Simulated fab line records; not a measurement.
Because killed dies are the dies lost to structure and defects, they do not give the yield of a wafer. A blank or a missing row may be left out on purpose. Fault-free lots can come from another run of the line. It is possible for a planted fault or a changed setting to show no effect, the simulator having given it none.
fab line records	flow n5Finfet
record lots=7	wafers=39
route steps=1938 shown BEOL_M6@1239 BEOL_M9@1419 BEOL_M14@1716
startH: the number of hours between the record's first day and the start of the first shown wafer of the lot	waitH: hours elapsed since this lot's preceding step	" same as the row above	L1.1+2: one row covering several wafers at once	- no value, or no start was given	* or withheld: withheld	< > ~ a bound
route shown NAME@n: names a module that has steps shown in the file, with the first one's number in the route	usual: the fault-free wafers' mean and standard deviation	same: alike in all rows	chamber/n: place in a boat	sites: per-site readings	_std_site: standard deviation of those values	_edge_site: the outer-site mean with the inner-site mean subtracted	radiusMm: for every site, how far away it sits from the centre of the wafer	mask NAME#n: copy n	behind: the most recent tool/chamber to have shaped the wafer	hold: reason for holding the lot/hours on hold/outcome of the hold	device: whichever transistor did not switch (one of n, p or np)	end of line: the route-end tests of the same wafers	a step without rows: its recipe alone	killed: count of dies lost to structure and defects at first sort (not the wafer's yield)	map: per-die view of a wafer (x killed, . not killed, _ where there is no die)
set.NAME: setting as actually run; set.NAME@STEP: the setting as run at that earlier step	model.NAME: the simulator's own value behind a step, which no gauge read
lots run with intentionally changed settings; tables by step, rows by wafer
## steps
# step N5_BEOL_M6_TRENCH_ETCH_37
# recipe chemistry=C4F6/O2	targetDepthA=944.35	target=SiCOH_lowk	timeS=31.5	ionEnergyEv=250	pressureMtorr=30	sourceW=345	biasW=185	Ar_flow_sccm=300	C4F6_flow_sccm=10	O2_flow_sccm=10
lot.wafer	tool	chamber	startH	waitH	set.timeS	model.BEOL_M6.featureDepthNm	model.etch.depthNm	model.TiN_of_BEOL_M6_HM_DEP_02.thkNm
L085.1	rieDiel-04	3	-	-	26.53	80	80.02	17
L085.2	"	1	"	"	26.53	78.8	78.72	17.4
L085.3	"	2	"	"	31.5	93.6	93.53	17
L085.4	"	0	"	"	31.5	94.8	94.73	17
L085.5	"	2	"	"	26.53	79.2	79.12	17.4
L085.6	"	3	"	"	31.5	94	93.97	17
L086.1	rieDiel-03	0	-	-	31.5	92.8	92.85	17
L086.2	"	3	"	"	31.5	92.4	92.33	17.4
L086.5	"	3	"	"	31.5	92.2	92.2	17.4
L088.1	rieDiel-02	0	-	-	31.5	95	94.99	17.2
L088.2	"	3	"	"	31.5	94.2	94.13	17.4
L088.3	"	2	"	"	13.81	40.4	40.45	18.2
L088.4	"	3	"	"	13.81	41.6	41.55	18.6
L088.5	"	0	"	"	13.81	41.6	41.54	18.4
L088.6	"	2	"	"	31.5	92	92.02	17.2
L090.1	rieDiel-02	3	-	-	43.41	128.8	128.8	16.4
L090.2	"	0	"	"	31.5	94.6	94.54	17.6
L090.3	"	2	"	"	43.41	125.6	125.6	16.8
L090.4	"	2	"	"	31.5	91.6	91.68	17.2
L090.5	"	0	"	"	31.5	95.2	95.14	17.4
L090.6	"	3	"	"	43.41	129.6	129.5	16.4
L092.1	rieDiel-02	0	-	-	31.5	94.4	94.43	16.8
L092.2	"	3	"	"	44.32	132.8	132.8	15.6
L092.3	"	2	"	"	44.32	128.8	128.9	15.8
L092.4	"	0	"	"	31.5	94.2	94.23	16.8
L092.5	"	3	"	"	31.5	94.2	94.17	16.8
L092.6	"	2	"	"	44.32	130	129.9	16
L093.1	rieDiel-04	0	-	-	31.5	94.6	94.55	17.2
L093.2	"	1	"	"	45.81	137.2	137.2	15.8
L093.3	"	2	"	"	31.5	96.6	96.57	17
L093.4	"	3	"	"	45.81	139.4	139.3	16
L093.5	"	0	"	"	31.5	94.6	94.6	17.2
L093.6	"	3	"	"	45.81	139	138.9	15.8
L096.1	rieDiel-03	2	-	-	31.5	94.8	94.72	16.8
L096.2	"	1	"	"	31.5	95.2	95.28	16.6
L096.3	"	0	"	"	31.5	92	92.01	17
L096.4	"	3	"	"	31.5	92.2	92.11	16.8
L096.5	"	2	"	"	31.5	94.2	94.21	16.6
L096.6	"	3	"	"	31.5	91.4	91.3	16.8
# step N5_BEOL_M6_ETCH_41
# recipe chemistry=CH3F/O2	target=SiCN	targetDepthA=297	taperDeg=2	timeS=52	ionEnergyEv=120	maskMaterial=TiN	pressureMtorr=30	sourceW=395	biasW=75	Ar_flow_sccm=150	CH3F_flow_sccm=30	O2_flow_sccm=20
# step N5_BEOL_M6_STRIP_80
# recipe chemistry=N2/H2	timeS=10	powerW=450	tempC=40	pressureMtorr=20	rfFrequencyHz=6e+07	biasPowerW=7	n2FlowSccm=200	h2FlowSccm=200
# step N5_BEOL_M6_OCD_MEAS_38
# usual trenchDepthNm=94.1/1.4
lot.wafer	tool	chamber	startH	waitH	set.timeS@BEOL_M6_TRENCH_ETCH_37	trenchDepthNm
L085.1	ocd-01	-	262.21	-	26.53	79.5
L085.2	"	-	"	"	26.53	78.5
L085.3	"	-	"	"	31.5	93.9
L085.4	"	-	"	"	31.5	95.1
L085.5	"	-	"	"	26.53	79.0
L085.6	"	-	"	"	31.5	94.1
L086.1	ocd-01	-	268.14	-	31.5	92.5
L086.2	"	-	"	"	31.5	92.2
L086.5	"	-	"	"	31.5	92.6
L088.1	ocd-02	-	285.12	-	31.5	94.4
L088.2	"	-	"	"	31.5	93.8
L088.3	"	-	"	"	13.81	40.0
L088.4	"	-	"	"	13.81	41.3
L088.5	"	-	"	"	13.81	41.5
L088.6	"	-	"	"	31.5	91.9
L090.1	ocd-01	-	291.61	-	43.41	128.6
L090.2	"	-	"	"	31.5	94.9
L090.3	"	-	"	"	43.41	125.5
L090.4	"	-	"	"	31.5	91.4
L090.5	"	-	"	"	31.5	95.8
L090.6	"	-	"	"	43.41	129.8
L092.1	ocd-01	-	298.72	-	31.5	94.8
L092.2	"	-	"	"	44.32	132.1
L092.3	"	-	"	"	44.32	129.0
L092.4	"	-	"	"	31.5	94.0
L092.5	"	-	"	"	31.5	94.3
L092.6	"	-	"	"	44.32	130.6
L093.1	ocd-02	-	314.03	-	31.5	94.5
L093.2	"	-	"	"	45.81	137.9
L093.3	"	-	"	"	31.5	96.7
L093.4	"	-	"	"	45.81	139.4
L093.5	"	-	"	"	31.5	94.0
L093.6	"	-	"	"	45.81	138.4
L096.1	ocd-01	-	324.34	-	31.5	94.6
L096.2	"	-	"	"	31.5	95.1
L096.3	"	-	"	"	31.5	92.0
L096.4	"	-	"	"	31.5	92.5
L096.5	"	-	"	"	31.5	94.0
L096.6	"	-	"	"	31.5	91.6
# step N5_BEOL_M6_HM_STRIP_39
# recipe chemistry=peroxideTinStrip	material=TiN	targetDepthA=250	tempC=50	timeS=158
# step N5_BEOL_M6_SRD_40
# recipe timeS=30	tempC=23	rinseLiquid=diw	dry=ipaMarangoni
# step N5_BEOL_M6_ECD_50
# recipe material=Cu	targetThkA=3000
# step N5_BEOL_M6_ANNEAL_51
# recipe tempC=225	timeS=90	ambient=N2
# step N5_BEOL_M6_CMP_52
# recipe stopOn=SiCOH_lowk	tOverpolishS=6.9	downForcePsi=1	platenRpm=50	clearingPlatenDownForcePsi=1.5	clearingPlatenRpm=50	postCmpClean=cuAlkaline	targetThkNm=80	clearingPlatenPadVelocityMS=0.99484	padVelocityMS=0.99484
lot.wafer	tool	chamber	startH	waitH	set.timeS@BEOL_M6_TRENCH_ETCH_37	model.Cu_of_BEOL_M6_ECD_50.thkNm
L085.4	cmp-01	3	264.85	0.1	31.5	79.6
L085.3+6	"	0	"	"	31.5	79.4
L085.2	"	1	"	"	26.53	65.4
L085.1	"	2	"	"	26.53	65.8
L085.5	"	3	"	"	26.53	63.8
L086.2	cmp-03	3	271.73	0.3	31.5	78.4
L086.1	"	0	"	"	31.5	79.6
L086.5	"	1	"	"	31.5	77.6
L088.2	cmp-03	3	287.57	0.2	31.5	79.6
L088.3+4	"	0,2	"	"	13.81	26
L088.1	"	1	"	"	31.5	78
L088.5	"	3	"	"	13.81	27.2
L088.6	"	0	"	"	31.5	77.4
L090.2	cmp-03	1	294.79	0.2	31.5	77.4
L090.3	"	2	"	"	43.41	109.4
L090.1	"	3	"	"	43.41	113
L090.4	"	0	"	"	31.5	77.8
L090.5	"	1	"	"	31.5	78
L090.6	"	2	"	"	43.41	112.8
L092.3	cmp-04	1	302.65	0.3	44.32	114.2
L092.4	"	2	"	"	31.5	81
L092.1	"	3	"	"	31.5	81.4
L092.2	"	0	"	"	44.32	119
L092.6	"	1	"	"	44.32	114.8
L092.5	"	2	"	"	31.5	82.2
L093.1+5	cmp-01	3	316.33	0.3	31.5	81
L093.2	"	0	"	"	45.81	124.4
L093.3	"	1	"	"	31.5	85.2
L093.4+6	"	2,0	"	"	45.81	126.2
L096.3+6	cmp-03	2,3	327.03	0.2	31.5	78.6
L096.2	"	3	"	"	31.5	82.4
L096.4	"	0	"	"	31.5	79.6
L096.1	"	1	"	"	31.5	80.4
L096.5	"	2	"	"	31.5	80
# step N5_BEOL_M6_THK_MEAS_53
# recipe thkMeasGauge=xrf	reads=Cu_of_BEOL_M6_ECD_50
# usual M6_THK=79.4/2
lot.wafer	tool	chamber	startH	waitH	set.timeS@BEOL_M6_TRENCH_ETCH_37	M6_THK[nm]
L085.1	filmMetro-01	-	265.15	-	26.53	65.5
L085.2	"	-	"	"	26.53	65.0
L085.3	"	-	"	"	31.5	79.1
L085.4	"	-	"	"	31.5	79.5
L085.5	"	-	"	"	26.53	63.4
L085.6	"	-	"	"	31.5	78.8
L086.1	filmMetro-02	-	271.95	-	31.5	78.8
L086.2	"	-	"	"	31.5	77.6
L086.5	"	-	"	"	31.5	76.9
L088.1	filmMetro-02	-	287.86	-	31.5	78.0
L088.2	"	-	"	"	31.5	79.4
L088.3	"	-	"	"	13.81	25.9
L088.4	"	-	"	"	13.81	26.0
L088.5	"	-	"	"	13.81	27.0
L088.6	"	-	"	"	31.5	77.4
L090.1	filmMetro-02	-	295.09	-	43.41	111.6
L090.2	"	-	"	"	31.5	76.4
L090.3	"	-	"	"	43.41	107.7
L090.4	"	-	"	"	31.5	76.5
L090.5	"	-	"	"	31.5	76.6
L090.6	"	-	"	"	43.41	110.5
L092.1	filmMetro-02	-	302.94	-	31.5	80.7
L092.2	"	-	"	"	44.32	117.9
L092.3	"	-	"	"	44.32	112.9
L092.4	"	-	"	"	31.5	80.4
L092.5	"	-	"	"	31.5	81.4
L092.6	"	-	"	"	44.32	113.2
L093.1	filmMetro-01	-	316.62	-	31.5	79.7
L093.2	"	-	"	"	45.81	122.3
L093.3	"	-	"	"	31.5	83.9
L093.4	"	-	"	"	45.81	123.4
L093.5	"	-	"	"	31.5	79.6
L093.6	"	-	"	"	45.81	123.7
L096.1	filmMetro-01	-	327.33	-	31.5	79.6
L096.2	"	-	"	"	31.5	81.6
L096.3	"	-	"	"	31.5	77.9
L096.4	"	-	"	"	31.5	79.1
L096.5	"	-	"	"	31.5	79.7
L096.6	"	-	"	"	31.5	78.2
# step N5_BEOL_M6_PRE_CLEAN_55
# recipe gas=NH3	timeS=15	tempC=withheld	rfPowerW=300
# step N5_BEOL_M6_DEP_56
# recipe material=SiCN	targetThkA=100	tempC=withheld	precursor=3MS/NH3	pressureTorr=3	rfW=202	timeS=17.5
# step N5_BEOL_M6_RS_MEAS_57
# recipe thkMeasGauge=four-point-probe	reads=Cu_of_BEOL_M6_ECD_50+Co_of_BEOL_M6_CVD_78+TaN_of_BEOL_M6_ALD_77
# usual M6_RS=0.286/0.0078
lot.wafer	tool	chamber	startH	waitH	set.timeS@BEOL_M6_TRENCH_ETCH_37	M6_RS[ohm/sq]
L085.1	filmMetro-01	-	265.28	0.1	26.53	0.361
L085.2	"	-	"	"	26.53	0.363
L085.3	"	-	"	"	31.5	0.288
L085.4	"	-	"	"	31.5	0.287
L085.5	"	-	"	"	26.53	0.374
L085.6	"	-	"	"	31.5	0.289
L086.1	filmMetro-02	-	272.08	0.1	31.5	0.288
L086.2	"	-	"	"	31.5	0.293
L086.5	"	-	"	"	31.5	0.297
L088.1	filmMetro-01	-	287.99	0.1	31.5	0.294
L088.2	"	-	"	"	31.5	0.288
L088.3	"	-	"	"	13.81	1.200
L088.4	"	-	"	"	13.81	1.191
L088.5	"	-	"	"	13.81	1.122
L088.6	"	-	"	"	31.5	0.297
L090.1	filmMetro-01	-	295.22	0.1	43.41	0.192
L090.2	"	-	"	"	31.5	0.298
L090.3	"	-	"	"	43.41	0.199
L090.4	"	-	"	"	31.5	0.296
L090.5	"	-	"	"	31.5	0.294
L090.6	"	-	"	"	43.41	0.193
L092.1	filmMetro-02	-	303.07	0.1	31.5	0.280
L092.2	"	-	"	"	44.32	0.181
L092.3	"	-	"	"	44.32	0.190
L092.4	"	-	"	"	31.5	0.282
L092.5	"	-	"	"	31.5	0.277
L092.6	"	-	"	"	44.32	0.189
L093.1	filmMetro-01	-	316.75	0.1	31.5	0.282
L093.2	"	-	"	"	45.81	0.172
L093.3	"	-	"	"	31.5	0.265
L093.4	"	-	"	"	45.81	0.170
L093.5	"	-	"	"	31.5	0.282
L093.6	"	-	"	"	45.81	0.170
L096.1	filmMetro-01	-	327.46	0.1	31.5	0.285
L096.2	"	-	"	"	31.5	0.276
L096.3	"	-	"	"	31.5	0.292
L096.4	"	-	"	"	31.5	0.288
L096.5	"	-	"	"	31.5	0.285
L096.6	"	-	"	"	31.5	0.292
# step N5_BEOL_M9_ETCH_62
# recipe chemistry=N2/H2	target=SOC	targetDepthA=1100	overetchA=220	maskMaterial=SiARC	tempC=40	timeS=165	ionEnergyEv=200	pressureMtorr=30	sourceW=840	biasW=150	n2FlowSccm=200	h2FlowSccm=200
lot.wafer	tool	chamber	startH	waitH	set.timeS	model.etch.depthNm	model.SiARC_of_BEOL_M9_COAT_60.thkNm
L085.1	rieDiel-05	0	283.49	0.0	165	100.3	23.4
L085.2	"	2	"	"	165	100.4	23.6
L085.3+6	"	3,0	"	"	165	100.2	23.6
L085.4	"	1	"	"	165	100.1	23.8
L085.5	"	3	"	"	165	100	23.8
L086.1	rieDiel-01	1	291.79	0.0	165	100.2	23.6
L086.2	"	2	"	"	165	100.1	23.4
L086.5	"	2	"	"	165	99.97	23.4
L088.1	rieDiel-06	3	310.60	0.0	211.1	99.33	22
L088.2	"	0	"	"	211.1	99.24	21.8
L088.3	"	1	"	"	211.1	99.17	22.2
L088.4	"	2	"	"	165	99.41	23.6
L088.5	"	2	"	"	165	99.55	23.8
L088.6	"	3	"	"	165	99.39	23.6
L090.1	rieDiel-06	2	318.00	0.0	165	99.2	23.6
L090.2	"	0	"	"	165	99.55	23.6
L090.3	"	1	"	"	165	99.6	23.8
L090.4	"	3	"	"	234.3	99.87	21
L090.5	"	0	"	"	234.3	99.51	20.8
L090.6	"	1	"	"	234.3	99.62	21.2
L092.1	rieDiel-01	0	327.10	0.0	165	99.83	23.8
L092.2	"	3	"	"	165	99.64	23.8
L092.3	"	2	"	"	165	99.51	23.6
L092.4	"	2	"	"	165	99.63	23.6
L092.5	"	3	"	"	165	99.46	23.8
L092.6	"	0	"	"	165	99.43	23.8
L093.1	rieDiel-06	3	337.39	0.0	165	99.81	23.6
L093.2	"	2	"	"	165	99.69	23.8
L093.3	"	0	"	"	97.45	76.38	26.4
L093.4	"	3	"	"	97.45	76.55	26.4
L093.5	"	2	"	"	165	99.64	23.8
L093.6	"	0	"	"	97.45	76.68	26.2
L096.1	rieDiel-05	1	348.92	0.0	165	99.97	23.6
L096.2	"	2	"	"	81.16	64.54	26.8
L096.3	"	3	"	"	165	100.3	23.6
L096.4	"	0	"	"	81.16	68.16	26.8
L096.5	"	1	"	"	81.16	63.42	26.8
L096.6	"	2	"	"	165	99.69	23.4
# step N5_BEOL_M14_ILD_DEP_00
# recipe material=SiO2	targetThkA=11193	tempC=400	precursor=TEOS/O2	pressureTorr=6.5	rfW=900	teosFlowSccm=161.4	gas=O2	flowSccm=2650	timeS=237.4
lot.wafer	tool	chamber	startH	waitH	set.targetThkA	model.SiO2_of_BEOL_M14_ILD_DEP_00.thkNm
L085.1	pecvd-04	2	316.83	0.0	8657	857.2
L085.2	"	0	"	"	11193	1120
L085.3	"	1	"	"	8657	872
L085.4	"	1	"	"	11193	1134
L085.5	"	2	"	"	8657	868.4
L085.6	"	0	"	"	11193	1144
L086.1	pecvd-02	0	329.07	0.0	11193	1115
L086.2	"	2	"	"	11193	1120
L086.5	"	1	"	"	11193	1126
L088.1	pecvd-04	0	340.48	0.0	11193	1110
L088.2	"	1	"	"	11193	1112
L088.3	"	2	"	"	11193	1092
L088.4	"	2	"	"	11193	1107
L088.5	"	1	"	"	11193	1127
L088.6	"	0	"	"	11193	1145
L090.1	pecvd-04	2	351.85	0.0	11193	1112
L090.2	"	0	"	"	11193	1124
L090.3+5	"	1,2	"	"	11193	1118
L090.4	"	0	"	"	11193	1137
L090.6	"	1	"	"	11193	1151
L092.1	pecvd-04	0	361.22	0.0	11193	1134
L092.2	"	2	"	"	11193	1098
L092.3	"	1	"	"	8767	884.8
L092.4	"	1	"	"	11193	1142
L092.5	"	0	"	"	8767	899.8
L092.6	"	2	"	"	8767	877.8
L093.1	pecvd-04	2	368.94	0.0	9419	921.4
L093.2	"	0	"	"	11193	1103
L093.3	"	1	"	"	11193	1127
L093.4	"	0	"	"	9419	947.4
L093.5	"	1	"	"	9419	951.4
L093.6	"	2	"	"	11193	1098
L096.1	pecvd-03	2	384.18	0.0	11193	1114
L096.2	"	0	"	"	7468	755.2
L096.3	"	2	"	"	7468	753
L096.4	"	0	"	"	11193	1149
L096.5	"	0	"	"	7468	777.8
L096.6	"	2	"	"	11193	1127
# step N5_BEOL_M14_THK_MEAS_01
# recipe reads=SiO2_of_BEOL_M14_ILD_DEP_00
# usual M14_ILD_THK=1119/16
lot.wafer	tool	chamber	startH	waitH	set.targetThkA@BEOL_M14_ILD_DEP_00	M14_ILD_THK[nm]
L085.1	filmMetro-02	-	317.02	0.1	8657	857
L085.2	"	-	"	"	11193	1121
L085.3	"	-	"	"	8657	871
L085.4	"	-	"	"	11193	1133
L085.5	"	-	"	"	8657	868
L085.6	"	-	"	"	11193	1143
L086.1	filmMetro-01	-	329.43	0.3	11193	1115
L086.2	"	-	"	"	11193	1120
L086.5	"	-	"	"	11193	1126
L088.1	filmMetro-02	-	340.67	0.1	11193	1110
L088.2	"	-	"	"	11193	1112
L088.3	"	-	"	"	11193	1092
L088.4	"	-	"	"	11193	1106
L088.5	"	-	"	"	11193	1127
L088.6	"	-	"	"	11193	1145
L090.1	filmMetro-02	-	352.04	0.1	11193	1111
L090.2	"	-	"	"	11193	1126
L090.3	"	-	"	"	11193	1117
L090.4	"	-	"	"	11193	1136
L090.5	"	-	"	"	11193	1118
L090.6	"	-	"	"	11193	1151
L092.1	filmMetro-02	-	361.41	0.1	11193	1135
L092.2	"	-	"	"	11193	1098
L092.3	"	-	"	"	8767	884
L092.4	"	-	"	"	11193	1141
L092.5	"	-	"	"	8767	900
L092.6	"	-	"	"	8767	877
L093.1	filmMetro-01	-	369.13	0.1	9419	922
L093.2	"	-	"	"	11193	1104
L093.3	"	-	"	"	11193	1127
L093.4	"	-	"	"	9419	947
L093.5	"	-	"	"	9419	952
L093.6	"	-	"	"	11193	1098
L096.1	filmMetro-02	-	384.45	0.2	11193	1114
L096.2	"	-	"	"	7468	756
L096.3	"	-	"	"	7468	752
L096.4	"	-	"	"	11193	1148
L096.5	"	-	"	"	7468	778
L096.6	"	-	"	"	11193	1128
# step N5_BEOL_M14_COAT_58
# recipe resist=BARC	tempC=205	timeS=60	spinRpm=1500	resistThkNm=89
# step N5_BEOL_M14_COAT_04
# recipe spinRpm=1704	resistThkNm=800
# step N5_BEOL_M14_DESCUM_15
# recipe chemistry=O2	timeS=7.9	sourcePowerW=50	biasPowerW=20	pressureMtorr=20	rfFrequencyHz=2.712e+07	tempC=40	o2FlowSccm=225
# step N5_BEOL_M14_ETCH_59
# recipe chemistry=N2/H2	target=BARC	targetDepthA=890	overetchA=267	timeS=67.9	ionEnergyEv=200	pressureMtorr=30	sourceW=840	biasW=150	n2FlowSccm=200	h2FlowSccm=200
# step N5_BEOL_M14_VIA_ETCH_16
# recipe chemistry=C4F8/O2/Ar	target=SiO2	heInnerTorr=15	heOuterTorr=30	targetDepthA=12313	timeS=withheld	ionEnergyEv=800	pressureMtorr=20	sourceW=1905	biasW=2040	Ar_flow_sccm=400	C4F8_flow_sccm=16	O2_flow_sccm=12	ends=cleared
lot.wafer	tool	chamber	startH	waitH	set.targetThkA@BEOL_M14_ILD_DEP_00	model.etch.depthNm	model.coat_of_BEOL_M14_COAT_04.thkNm
L085.1	rieDiel-04	0	317.50	0.0	8657	857.2	515.2
L085.2	"	3	"	"	11193	1120	454.6
L085.3	"	1	"	"	8657	872	514
L085.4	"	2	"	"	11193	1134	445
L085.5	"	1	"	"	8657	868.3	512
L085.6	"	0	"	"	11193	1144	445.8
L086.1	rieDiel-04	0	329.92	0.0	11193	1115	453.4
L086.2	"	2	"	"	11193	1120	446.4
L086.5	"	2	"	"	11193	1126	450.4
L088.1	rieDiel-02	3	341.28	0.0	11193	1110	460.6
L088.2	"	0	"	"	11193	1112	457.2
L088.3	"	2	"	"	11193	1092	458.4
L088.4	"	1	"	"	11193	1107	454
L088.5	"	3	"	"	11193	1127	456.2
L088.6	"	0	"	"	11193	1145	450.2
L090.1	rieDiel-04	2	352.64	0.0	11193	1112	451.8
L090.2	"	1	"	"	11193	1124	454.4
L090.3	"	0	"	"	11193	1118	454.8
L090.4	"	3	"	"	11193	1137	453.4
L090.5	"	2	"	"	11193	1118	450
L090.6	"	1	"	"	11193	1151	446.4
L092.1	rieDiel-03	0	362.49	0.0	11193	1134	456.4
L092.2	"	1	"	"	11193	1098	459.2
L092.3	"	2	"	"	8767	884.8	509.2
L092.4	"	3	"	"	11193	1142	447.6
L092.5	"	3	"	"	8767	899.8	506.8
L092.6	"	2	"	"	8767	877.7	509.6
L093.1	rieDiel-02	0	371.84	0.0	9419	921.5	497.4
L093.2	"	1	"	"	11193	1103	453.4
L093.3	"	3	"	"	11193	1127	454.6
L093.4	"	2	"	"	9419	947.4	488.6
L093.5	"	2	"	"	9419	951.4	490.8
L093.6	"	3	"	"	11193	1098	462.8
L096.1	rieDiel-02	0	384.93	0.0	11193	1114	455.6
L096.2	"	1	"	"	7468	755.3	538.4
L096.3	"	2	"	"	7468	752.9	537.6
L096.4	"	3	"	"	11193	1149	452.6
L096.5	"	1	"	"	7468	777.7	533.6
L096.6	"	0	"	"	11193	1127	454.2
## key
split step=N5_BEOL_M6_TRENCH_ETCH_37	setting=timeS	stated=31.5	by=wafer
response step=N5_BEOL_M6_TRENCH_ETCH_37	reading=model.BEOL_M6.featureDepthNm	change=+0.926	per=1%	r=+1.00
response step=N5_BEOL_M6_TRENCH_ETCH_37	reading=model.etch.depthNm	change=+0.926	per=1%	r=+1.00
response step=N5_BEOL_M6_TRENCH_ETCH_37	reading=model.TiN_of_BEOL_M6_HM_DEP_02.thkNm	change=-0.0233	per=1%	r=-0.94
response step=N5_BEOL_M6_OCD_MEAS_38	reading=trenchDepthNm	change=+0.926	per=1%	r=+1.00
response step=N5_BEOL_M6_CMP_52	reading=model.Cu_of_BEOL_M6_ECD_50.thkNm	change=+0.912	per=1%	r=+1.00
response step=N5_BEOL_M6_THK_MEAS_53	reading=M6_THK	change=+0.9	per=1%	r=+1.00
response step=N5_BEOL_M6_RS_MEAS_57	reading=M6_RS	shape=bent	atLowest=1.171	atStated=0.287	atHighest=0.171
split step=N5_BEOL_M9_ETCH_62	setting=timeS	stated=165	by=wafer
response step=N5_BEOL_M9_ETCH_62	reading=model.etch.depthNm	shape=bent	atLowest=65.37	atStated=99.81	atHighest=99.67
response step=N5_BEOL_M9_ETCH_62	reading=model.SiARC_of_BEOL_M9_COAT_60.thkNm	change=-0.0634	per=1%	r=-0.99
split step=N5_BEOL_M14_ILD_DEP_00	setting=targetThkA	stated=11193	by=wafer
response step=N5_BEOL_M14_ILD_DEP_00	reading=model.SiO2_of_BEOL_M14_ILD_DEP_00.thkNm	change=+11.1	per=1%	r=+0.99
response step=N5_BEOL_M14_THK_MEAS_01	reading=M14_ILD_THK	change=+11.2	per=1%	r=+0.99
response step=N5_BEOL_M14_VIA_ETCH_16	reading=model.etch.depthNm	change=+11.1	per=1%	r=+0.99
response step=N5_BEOL_M14_VIA_ETCH_16	reading=model.coat_of_BEOL_M14_COAT_04.thkNm	change=-2.54	per=1%	r=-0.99
